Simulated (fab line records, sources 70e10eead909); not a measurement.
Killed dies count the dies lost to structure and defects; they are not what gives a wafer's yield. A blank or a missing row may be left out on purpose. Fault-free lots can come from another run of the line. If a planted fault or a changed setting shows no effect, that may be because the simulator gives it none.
Comparing a struck lot with a sound one / flow nand-harc / 14 out of 1302 route steps
Sound: wafers L232.3, L232.4, L232.6. Struck: wafer L244.3 (L244.4, L244.5, from the same lot, were not struck and are left out); the cause is given at the end.
Per side, at each step with rows, come the tool, then ch with its chambers, and then its first start. Under that, the readings that differ: sound wafers / struck wafers / difference of the means / sigmas: that difference in standard deviations of wafers without a fault.
alike: words and numbers the same on both sides, and readings whose means are apart by under 2 such deviations; not compared: readings that were withheld, readings missing a value for some wafer, numbers with overlapping values and no deviation given by the record, and bounds like >300 which may hide the same value.
The two part at a step that has a row with sigmas, a row that says differs or no value, or rows on one side only. Non-overlapping numbers with no deviation appear without sigmas and do not part them. A reading missing from all wafers of one side parts the sides only when that side holds two or more wafers.

NHARC_THIN_TSV_DEP_43: deposits SiO2, target thk 1328.5 nm.
  sound on pecvd-03 ch 0,1,2, day 23 18:11; struck on pecvd-03 ch 0, day 29 23:41
  alike: throttle-valve-pct
then, 8 steps without rows for these wafers: NHARC_THIN_TSV_DEHYDRATE_04 (time 120 s); NHARC_THIN_TSV_HMDS_05 (time 30 s); NHARC_THIN_TSV_COAT_06; NHARC_THIN_TSV_SOFTBAKE_07 (time 95 s); NHARC_THIN_TSV_EBR_08; NHARC_THIN_TSV_EXPOSE_09 (exposes mask TSV); NHARC_THIN_TSV_PEB_10 (peb time 85 s); NHARC_THIN_TSV_DEVELOP_11 (time 70 s).
NHARC_THIN_TSV_CD_MEAS_12: target cd 1000 nm.
  sound on cd-sem-02 ch 0, day 23 18:58; struck on cd-sem-02 ch 0, day 30 00:29
  alike: cd-nm
then, 1 step without rows for these wafers: NHARC_THIN_TSV_HARDBAKE_13 (time 80 s).
NHARC_THIN_TSV_DESCUM_14: chemistry O2, time 3 s.
  sound on rie-diel-03 ch 0,1, day 23 19:07; struck on rie-diel-01 ch 1, day 30 00:38
  alike: drypump-motor-current-A, oes-product-au, rf-vpp-V, showerhead-plenum-p-Torr, throttle-valve-pct
  not compared: rf-hours-counter-h
NHARC_THIN_TSV_ETCH_44: etches the open film in CF4/O2, target depth 1594.2 nm, time 797.1 s.
  sound on rie-diel-03 ch 0,2, day 23 19:16; struck on rie-diel-01 ch 0, day 30 00:47
reading=drypump-motor-current-A (A); sound=5.4 6.2 6.2; struck=5.2; difference=-0.7; sigmas=-2
reading=oes-product-au (a.u.); sound=1.014 1.011 0.997; struck=0.776; difference=-0.231; sigmas=-15
reading=rf-fwd-power-W (W); sound=300.3 299.1 299.4; struck=181.2; difference=-118.4; sigmas=-99 or more
  alike: bias-w, rf-vpp-V, showerhead-plenum-p-Torr, throttle-valve-pct
  not compared: rf-hours-counter-h
NHARC_THIN_TSV_ETCH_15: target depth 3000 nm, bosch target overetch cycles 2, bosch etch step 2.8 s.
  sound on rie-si-05 ch 0,2, day 23 19:47; struck on rie-si-03 ch 0, day 30 01:19
reading=drypump-motor-current-A (A); sound=5.4 5.7 5.4; struck=6.5; difference=+1.0; sigmas=+2
  not compared: rf-hours-counter-h

## WHERE THEY PART
Earliest at NHARC_THIN_TSV_ETCH_44; latest, in this record, at NHARC_THIN_TSV_ETCH_15.

WHY: what had been put in by the simulator
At NHARC_THIN_TSV_ETCH_44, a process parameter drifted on rie-diel-01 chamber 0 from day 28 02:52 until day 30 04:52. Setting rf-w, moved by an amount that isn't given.
